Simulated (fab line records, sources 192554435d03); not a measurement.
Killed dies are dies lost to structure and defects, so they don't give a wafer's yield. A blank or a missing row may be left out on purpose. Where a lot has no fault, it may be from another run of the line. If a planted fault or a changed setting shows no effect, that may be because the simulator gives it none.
Problem report in the 8D (eight disciplines) form, filled by code -- flow n5Finfet -- the parts of the form that need people (team, actions taken, sign-off) are left out

1. WHAT WENT WRONG
At N5_MOL_CONTACT_COAG_ETCH_110, rfFwdPowerW averages 244.9 W over 2 wafers from 2 lots, while fault-free wafers read 198.2 W, standard deviation 0.88. That puts it +53 standard deviations away from the usual mean.
The step: etches Si in CF4/O2, target depth 2.5 nm, time 8 s.
First seen on wafer L454.2, day 7 17:08, on rieDiel-02. At this step, 12 wafers from 4 lots have a number in the record. By rule, "out" or "out of limits" means more than 4 standard deviations away from the usual mean. The rest of the wafers with a number are treated as sound.

2. WHAT IT IS, WHAT IT ISN'T
question,is,is not
which readings at this step,"rfFwdPowerW, rfVppV","chamberPressureMTorr, drypumpMotorCurrentA, mfcArSccm, oesProductAu, showerheadPlenumPTorr, throttleValvePct"
which lots,"L454, L455","L451, L463"
which wafers of those lots,"L454.2, L455.1","L454.1, L454.6, L455.2, L455.4"
read on which tools,rieDiel-02,rieDiel-01
when,from day 7 17:08,"up to then (5 sound wafers); but 5 sound wafers of L455, L463 came after"

3. WHAT RULES OUT EACH SUSPECT
Counting: a tool at a process step up to the reading stays a suspect if it ran every lot that is out. Sound lots after the first of them don't rule it out here, since some wafers of a struck lot are sound.
- rieDiel-02 at N5_MOL_CONTACT_COAG_ETCH_110 (etches Si in CF4/O2, target depth 2.5 nm, time 8 s): kept. It ran every lot that is out, first L454 (day 7 17:08); its last sound lot up to then is L451 (day 6 20:49). On those wafers its own readings are out: rfFwdPowerW, rfVppV.
- Within rieDiel-02 at N5_MOL_CONTACT_COAG_ETCH_110: the wafers that are out ran in chamber 1; their sound lot-mates ran in chambers 2, 3.
The count leaves rieDiel-02 at N5_MOL_CONTACT_COAG_ETCH_110.

4. THE CAUSE (what the simulator had put in)
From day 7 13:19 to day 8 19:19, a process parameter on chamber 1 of rieDiel-02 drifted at N5_MOL_CONTACT_COAG_ETCH_110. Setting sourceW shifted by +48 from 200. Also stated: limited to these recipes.
This tool alone remained once counting was done.

5. THE CHAIN OF EFFECTS, in route order
Rows list readings where the struck wafers' mean (over those with a number) sits beyond 3 standard deviations from the usual. Readings are gone through only where the record gives a usual standard deviation; hours: the median, over the lots, of the time from a lot's start at the first step in this table giving one to that lot's start at this step; sigmas: the change measured in usual standard deviations.
hours,step,reading,usual,on struck wafers,change,sigmas
0,N5_MOL_CONTACT_COAG_ETCH_110,oes_f_703_au,0.79 a.u.,1.08,+0.29,+4.0
0,N5_MOL_CONTACT_COAG_ETCH_110,rfFwdPowerW,198.2 W,244.9,+46.8,+53
0,N5_MOL_CONTACT_COAG_ETCH_110,rfVppV,126.5 V,113.2,-13.3,-5.3
It contains these process steps:
- N5_MOL_CONTACT_COAG_ETCH_110: etches Si in CF4/O2, target depth 2.5 nm, time 8 s.
Later measuring or inspecting steps at which every struck wafer that the step has a row for has a number for every such reading, and none has moved that far: N5_BEOL_M4_RC_MEAS_101.

6. HOW IT WOULD HAVE BEEN CAUGHT EARLIER
The fault began at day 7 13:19; the first out-of-limits reading in this record came at day 7 17:08, 4 hours later.
